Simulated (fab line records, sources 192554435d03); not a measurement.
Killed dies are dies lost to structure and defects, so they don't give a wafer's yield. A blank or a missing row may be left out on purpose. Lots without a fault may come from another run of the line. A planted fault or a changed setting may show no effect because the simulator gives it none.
Split-lot experiment | flow n5_finfet | 7 lots, 21 wafers read, on a route of 1938 steps

THE SPLIT
At N5_BEOL_M8_ETCH_65 (etches SiARC in CF4, target depth 15.6 nm, time 26 s), the setting source_w was moved away from the recipe's 545 W on 4 of the 21 wafers read, by -17.3% to +7.1%. The other wafers ran this setting at the recipe's value.

The reading is taken at the split's own step.

THE READING
rf_vpp_V, in V, at N5_BEOL_M8_ETCH_65 (etches SiARC in CF4, target depth 15.6 nm, time 26 s). Fault-free wafers of this fab line usually give 183.7 V, standard deviation 0.98 V.

wafer  | tool, chamber at the split | source_w as run, W | against the recipe | rf_vpp_V, V | against lot-mates on the recipe
L076.1 | rie_diel-05, 1             | 545                | recipe             | 183.7       | -
L076.5 | rie_diel-05, 0             | 545                | recipe             | 183.5       | -
L076.6 | rie_diel-05, 1             | 545                | recipe             | 184.5       | -
L078.1 | rie_diel-05, 1             | 545                | recipe             | 183.1       | -
L078.2 | rie_diel-05, 2             | 545                | recipe             | 183.4       | -
L078.4 | rie_diel-05, 0             | 545                | recipe             | 183.1       | -
L080.1 | rie_diel-05, 3             | 583.7              | +7.1%              | 180.1       | -2.0
L080.2 | rie_diel-05, 2             | 545                | recipe             | 182.1       | -
L080.5 | rie_diel-05, 2             | 583.7              | +7.1%              | 179.8       | -2.3
L084.2 | rie_diel-03, 2             | 545                | recipe             | 183.7       | -
L084.3 | rie_diel-03, 3             | 545                | recipe             | 184.3       | -
L084.6 | rie_diel-03, 0             | 545                | recipe             | 182.7       | -
L090.1 | rie_diel-06, 1             | 545                | recipe             | 183.4       | -
L090.3 | rie_diel-06, 0             | 545                | recipe             | 183.3       | -
L090.5 | rie_diel-06, 0             | 545                | recipe             | 184.3       | -
L093.1 | rie_diel-03, 3             | 545                | recipe             | 184.8       | -
L093.3 | rie_diel-03, 1             | 450.9              | -17.3%             | 196.8       | +13.3
L093.4 | rie_diel-03, 0             | 545                | recipe             | 182.2       | -
L095.1 | rie_diel-05, 2             | 460.3              | -15.5%             | 192.6       | +9.0
L095.3 | rie_diel-05, 0             | 545                | recipe             | 184.1       | -
L095.6 | rie_diel-05, 2             | 545                | recipe             | 183.0       | -

THE FIT
A straight line over all 21 wafers: rf_vpp_V changes by -0.654 V for each +1% of source_w; r = -0.97; the points scatter about the line by 0.93 V.
The same after taking each lot's own level away (the mean of its wafers on the recipe; 21 wafers): -0.617 V for each +1%; r = -0.96; scatter 1.1 V.
On that fit, the largest move of source_w shifts the reading by 11 V.
The lots' own levels span 182.10 to 183.90 V, that is 1.8 times the standard deviation above.
So the lot-to-lot level changes the slope little: the two slopes agree.
Check: with one of the wafers moved furthest among these (-17.3%) left out of the fit, the line predicts +8.82 V for it against its lot-mates. It came out at +13.3 V against them.
Tool readings at the split's step, against how far the setting was moved: rf_vpp_V r = -0.97.

OTHER SPLITS ON THESE WAFERS
These wafers also went through other splits before the reading. Each is held against what the fit with the lots' levels taken away leaves over:
other split on the same wafers | wafers away from the commonest value | r with rf_vpp_V (lot level and that fit taken away)
N5_BEOL_M8_PECVD_70 time_s     | 6                                    | +0.19

THE FILE'S OWN FIT
rf_vpp_V changes by -0.656 V for each +1% of source_w, r = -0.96.
